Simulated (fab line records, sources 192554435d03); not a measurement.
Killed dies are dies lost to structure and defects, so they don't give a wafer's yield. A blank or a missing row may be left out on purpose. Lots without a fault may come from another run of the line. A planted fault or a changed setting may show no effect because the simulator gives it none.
Chamber matching | flow n5_finfet | N5_MIM_BOT_ETCH_ETCH_04 on rie_diel-06: 4 sister chambers
The step etches SiNx in CF4/O2, target depth 26 nm, time 13 s. 16 wafers are shown with their chamber, then 8 later ones without.

WAFERS WITH THEIR CHAMBER
wafer  | chamber | showerhead_plenum_p_Torr (Torr) | drypump_motor_current_A (A) | throttle_valve_pct (%)
L077.2 | 0       | 2.20                            | 5.6                         | 16.15
L077.4 | 2       | 2.34                            | 6.6                         | 15.70
L077.5 | 1       | 2.12                            | 4.9                         | 16.45
L079.1 | 3       | 2.34                            | 5.4                         | 15.86
L079.3 | 0       | 2.20                            | 5.6                         | 16.15
L079.4 | 1       | 2.12                            | 4.9                         | 16.45
L082.4 | 2       | 2.34                            | 6.6                         | 15.71
L082.5 | 0       | 2.20                            | 5.6                         | 16.14
L082.6 | 3       | 2.34                            | 5.5                         | 15.87
L083.4 | 0       | 2.20                            | 5.6                         | 16.16
L083.5 | 1       | 2.11                            | 4.9                         | 16.47
L083.6 | 0       | 2.20                            | 5.6                         | 16.15
L087.1 | 1       | 2.11                            | 4.9                         | 16.47
L087.3 | 2       | 2.34                            | 6.6                         | 15.72
L087.6 | 2       | 2.34                            | 6.6                         | 15.72
L089.4 | 1       | 2.11                            | 4.9                         | 16.49

SIGNATURES (means of the wafers above)
reading                  | chamber 0 | chamber 1 | chamber 2 | chamber 3 | scatter within a chamber
showerhead_plenum_p_Torr | 2.2000    | 2.1140    | 2.3400    | 2.3400    | 0.00316
drypump_motor_current_A  | 5.600     | 4.900     | 6.600     | 5.450     | 0.0204
throttle_valve_pct       | 16.1500   | 16.4660   | 15.7125   | 15.8650   | 0.0117
Rule: a wafer's distance from a chamber is the root of the sum, over the readings, of the square of ((its reading less the chamber's mean) divided by the reading's scatter). The wafer belongs to the nearest chamber; if the next one is less than 2 further off, it can't be placed. The scatter: the root of (the sum of the squares of (reading less its chamber's mean) over the shown wafers, divided by (wafers less chambers)).

WAFERS WITHOUT THEIR CHAMBER
wafer  | showerhead_plenum_p_Torr (Torr) | drypump_motor_current_A (A) | throttle_valve_pct (%)
L089.5 | 2.11                            | 4.9                         | 16.48
L089.6 | 2.19                            | 5.6                         | 16.17
L092.2 | 2.33                            | 6.7                         | 15.75
L092.3 | 2.33                            | 5.5                         | 15.94
L092.6 | 2.33                            | 5.5                         | 15.93
L097.2 | 2.33                            | 6.6                         | 15.77
L097.3 | 2.11                            | 4.9                         | 16.54
L097.5 | 2.33                            | 5.4                         | 15.95

WHICH CHAMBER EACH WENT THROUGH
wafer  | from the rows above | in truth
L089.5 | 1                   | 1
L089.6 | 0                   | 0
L092.2 | 2                   | 2
L092.3 | 3                   | 3
L092.6 | 3                   | 3
L097.2 | 2                   | 2
L097.3 | 1                   | 1
L097.5 | 3                   | 3
Placed correctly: 8 of 8. Can't be placed from these rows: 0. Placed wrongly: 0.
